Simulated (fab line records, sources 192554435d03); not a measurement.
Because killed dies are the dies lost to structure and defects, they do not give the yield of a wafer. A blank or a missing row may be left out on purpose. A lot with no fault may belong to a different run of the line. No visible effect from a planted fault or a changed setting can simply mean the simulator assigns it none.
Struck lot and sound lot, side by side + flow n5Finfet + 36 steps out of a route of 1938
Sound: wafers L520.3, L520.5, L520.6. Struck: wafer L530.6; the same lot's L530.4 was not struck, so it is left out; see the end for the cause.
Each step with rows lists, per side, the tool, then ch with its chambers, then its first start. Under that, the readings that differ: sound wafers + struck wafers + difference of the means + sigmas: that difference in standard deviations of wafers without a fault.
alike: same words and numbers on both sides, and readings whose means sit less than 2 such deviations apart. not compared: any withheld reading, any reading some wafer has no value for, any bound like >300 that may hide the same value, and any number with overlapping values for which the record gives no deviation.
The two part at a step that has a row with sigmas, a row that says differs or no value, or rows on one side only. Numbers that don't overlap but have no deviation are shown without sigmas and don't part them. Lack of a reading on every wafer of one side parts them only where that side has two or more wafers.

first, 10 steps without rows for these wafers: N5_FIN_SAQP_ETCH_67 (etches SiNx in CH3F/O2, target depth 30 nm); N5_FIN_SAQP_STRIP_70 (strips in N2/H2); N5_FIN_SAQP_RECESS_71 (chemistry HF/NH3, target SiO2, target depth 3 nm, afs cycles 1, sublimation time 60 s); N5_FIN_SAQP_SPACER2_ALD_28 (deposits SiO2, target thk 8.1 nm, pulse time 1 s, purge time 2 s); N5_FIN_SAQP_SPACER2_ETCHBACK_29 (etches SiO2 in CHF3/O2, target depth 12.2 nm, time 6.1 s); N5_FIN_SAQP_MANDREL2_REMOVE_60 (chemistry HBr/Cl2/O2, target a-Si, stops on SiNx, bt time 10 s); N5_FIN_SAQP_HM_OPEN_33 (chemistry CH3F/O2, target SiNx, target depth 49.4 nm, time 70.6 s); N5_FIN_SAQP_ETCH_34 (etches SiO2 in C4F6/O2, target depth 45 nm, time 15 s); N5_FIN_SAQP_STRIP_77 (strips in N2/H2, time 90 s); N5_FIN_SAQP_ETCH_64 (etches SiO2 in CF4, target depth 1.5 nm).
N5_FIN_SAQP_FIN_ETCH_36: etches the open film in HBr/Cl2/O2, target depth 120 nm, time 50.4 s.
  sound on rieSi-02 ch 0,3, day 3 20:49; struck on rieSi-03 ch 1, day 6 09:15
| reading                                     | sound             | struck | difference | sigmas |
|---------------------------------------------|-------------------|--------|------------|--------|
| drypumpMotorCurrentA (A)                    | 5.9 6.5 5.9       | 5.0    | -1.1       | -2     |
| oes_o_777_au (a.u.)                         | 1.02 1.07 1.02    | 0.85   | -0.19      | -3     |
| oesProductAu (a.u.)                         | 1.007 1.019 1.023 | 0.751  | -0.265     | -12    |
| throttleValvePct (%)                        | 36.2 35.9 36.2    | 36.9   | +0.8       | +3     |
| model.FIN_SAQP.featureDepthNm (nm)          | 123 122.2 123.6   | 77.2   | -45.7      |        |
| model.etch.depthNm (nm)                     | 123 122.2 123.7   | 77.22  | -45.75     |        |
| model.SiNx_of_FIN_SAQP_HM_DEP_03.thkNm (nm) | 20 21 20.4        | 26     | +6         |        |
  not compared: rfHoursCounterH
then, 3 steps without rows for these wafers: N5_FIN_SAQP_PRECLEAN_38 (cleans in O3/DIW, time 45 s); N5_FIN_SAQP_PRECLEAN_45 (cleans in dHF, time 10 s); N5_FIN_SAQP_SRD_39 (time 30 s).
N5_FIN_SAQP_OCD_MEAS_76:
  sound on ocd-01, day 3 21:03; struck on ocd-01, day 6 09:28
| reading            | sound       | struck | difference | sigmas |
|--------------------|-------------|--------|------------|--------|
| trenchDepthNm (nm) | 123 122 124 | 77     | -46        | -15    |
then, 20 steps without rows for these wafers: N5_FIN_CUT_COAT_18 (time 60 s, resist thk 230 nm); N5_FIN_CUT_COAT_19 (time 60 s, resist thk 20 nm); N5_FIN_CUT_COAT_29 (time 60 s, resist thk 10 nm); N5_FIN_CUT_COAT_02 (resist thk 30 nm); N5_FIN_CUT_EBR_04; N5_FIN_CUT_SOFTBAKE_03 (time 60 s); N5_FIN_CUT_EXPOSE_05 (exposes mask FIN CUT); N5_FIN_CUT_PEB_06 (peb time 60 s); N5_FIN_CUT_DEVELOP_07 (develop time 30 s); N5_FIN_CUT_DESCUM_13 (chemistry O2, time 7 s); N5_FIN_CUT_ETCH_30 (etches underlayer in N2/H2, target depth 13 nm, time 10.4 s); N5_FIN_CUT_ETCH_20 (etches SiARC in CF4, target depth 26 nm, time 43.3 s); N5_FIN_CUT_ETCH_21 (etches SOC in N2/H2, target depth 219 nm, overetch 43.8 nm, time 523.5 s); N5_FIN_CUT_STRIP_23 (strips in N2/H2); N5_FIN_CUT_STRIP_31 (strips in N2/H2); N5_FIN_CUT_STRIP_24 (strips in CF4); N5_FIN_CUT_CUT_ETCH_26 (etches SiNx in CH3F/O2, target depth 39 nm, time 55.7 s); N5_FIN_CUT_CUT_ETCH_27 (etches SiO2 in CHF3/O2, target depth 4 nm, overetch 2 nm, time 4.9 s); N5_FIN_CUT_PRECLEAN_35 (cleans in vHF, time 13.3 s); N5_FIN_CUT_CUT_ETCH_15 (etches Si in HBr/Cl2/O2, target depth 100 nm, bt time 10 s, time 42.4 s).
N5_STI_FIN_REVEAL_RECESS_09: chemistry HF/NH3, target SiO2, afs cycles 11, target depth 42.5 nm, sublimation time 60 s.
  sound on vaporEtch-02 ch 0,1, day 4 05:37; struck on vaporEtch-02 ch 1, day 6 17:35
| reading                                     | sound      | struck | difference | sigmas |
|---------------------------------------------|------------|--------|------------|--------|
| model.SiNx_of_FIN_SAQP_HM_DEP_03.thkNm (nm) | 17 18 17.4 | 23.2   | +5.7       |        |
  alike: drypumpMotorCurrentA, sublimationTempC

== WHERE THEY PART ==
First at N5_FIN_SAQP_FIN_ETCH_36; last, within this record, at N5_FIN_SAQP_OCD_MEAS_76. Later steps at which nothing parts them and some readings are alike: N5_STI_FIN_REVEAL_RECESS_09.

WHY: the cause the simulator had injected
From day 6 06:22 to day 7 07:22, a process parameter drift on rieSi-03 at N5_FIN_SAQP_FIN_ETCH_36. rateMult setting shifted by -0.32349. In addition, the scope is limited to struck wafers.
